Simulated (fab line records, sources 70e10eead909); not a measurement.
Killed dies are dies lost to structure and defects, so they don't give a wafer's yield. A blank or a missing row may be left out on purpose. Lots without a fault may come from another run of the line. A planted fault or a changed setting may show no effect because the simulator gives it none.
A struck lot beside a sound one | flow nand_harc | 14 steps out of a route of 1159
Sound: wafers L960.3, L960.5, L960.6. Struck: wafers L967.2, L967.3, L967.6. The cause comes at the end.
At each step with rows: each side's tool, then ch and its chambers, then its first start. Under that, the readings that differ: sound wafers | struck wafers | difference of the means | sigmas: that difference in standard deviations of wafers without a fault.
alike: readings whose means differ by less than 2 such deviations, and words and numbers that are the same on both sides. not compared: withheld readings, readings that some wafer has no value for, bounds like >300 that may hide the same value, and numbers for which the record gives no deviation and whose values overlap.
The two part at a step that has a row with sigmas, a row that says differs or no value, or rows on one side only. Numbers that don't overlap but have no deviation are shown without sigmas and don't part them. A reading that every wafer of one side lacks parts them only if that side has two wafers or more.

first, 7 steps without rows for these wafers: NHARC_A_M0_COAT_33 (time 65 s); NHARC_A_M0_COAT_03 (resist thk 90 nm); NHARC_A_M0_SOFTBAKE_04 (time 55 s); NHARC_A_M0_EBR_05; NHARC_A_M0_EXPOSE_06 (exposes mask A M0, target cd 80 nm); NHARC_A_M0_PEB_07 (peb time 65 s); NHARC_A_M0_DEVELOP_08 (develop time 35 s).
NHARC_A_M0_CD_MEAS_09: target cd 80 nm.
  sound on cd_sem-02 ch 0, day 17 17:19; struck on cd_sem-01 ch 0, day 20 04:50
  alike: cd_nm
NHARC_A_M0_OVL_MEAS_10: pitch 160 nm.
  sound on overlay-02, day 17 17:24; struck on overlay-01, day 20 04:55
  alike: overlay_x_nm, overlay_y_nm
NHARC_A_M0_INSPECT_11:
  sound on defect_inspect-02, day 17 17:26; struck on defect_inspect-02, day 20 04:57
  alike: raw_defect_count
NHARC_A_M0_DESCUM_14: chemistry O2, time 3 s.
  sound on rie_diel-09 ch 0,1,2, day 17 17:31; struck on rie_diel-05 ch 0,1,2, day 20 05:02
  alike: drypump_motor_current_A, oes_product_au, rf_vpp_V, showerhead_plenum_p_Torr, throttle_valve_pct
  not compared: rf_hours_counter_h
NHARC_A_M0_ETCH_34: etches the open film in N2/H2, target depth 40 nm, overetch 12 nm, time 43.94 s.
  sound on rie_diel-09 ch 0,1, day 17 17:35; struck on rie_diel-05 ch 1,2,3, day 20 05:06
  alike: bias_w, chamber_pressure_mTorr, drypump_motor_current_A, h2_flow_sccm, oes_product_au, rf_vpp_V, showerhead_plenum_p_Torr, throttle_valve_pct
  not compared: rf_hours_counter_h
NHARC_A_M0_ETCH_15: etches the open film in C4F8/Ar, target depth 150 nm, overetch 15 nm, time 82.5 s.
  sound on rie_diel-09 ch 0,1,3, day 17 17:41; struck on rie_diel-05 ch 0,1, day 20 05:11
  no value came back on the struck wafers for bias_w (W), chamber_pressure_mTorr (mTorr), oes_product_au (a.u.), rf_vpp_V (V); on the sound wafers bias_w (W) reads 298.9 299.9 299.5
  not compared: rf_hours_counter_h
NHARC_A_M0_CD_MEAS_16:
  sound on cd_sem-02, day 17 17:48; struck on cd_sem-02, day 20 05:19
  alike: cd_nm

WHERE THEY PART
Only at NHARC_A_M0_ETCH_15, within this record. Later steps at which nothing parts them and some readings are alike: NHARC_A_M0_CD_MEAS_16.

WHY: what the simulator had put in
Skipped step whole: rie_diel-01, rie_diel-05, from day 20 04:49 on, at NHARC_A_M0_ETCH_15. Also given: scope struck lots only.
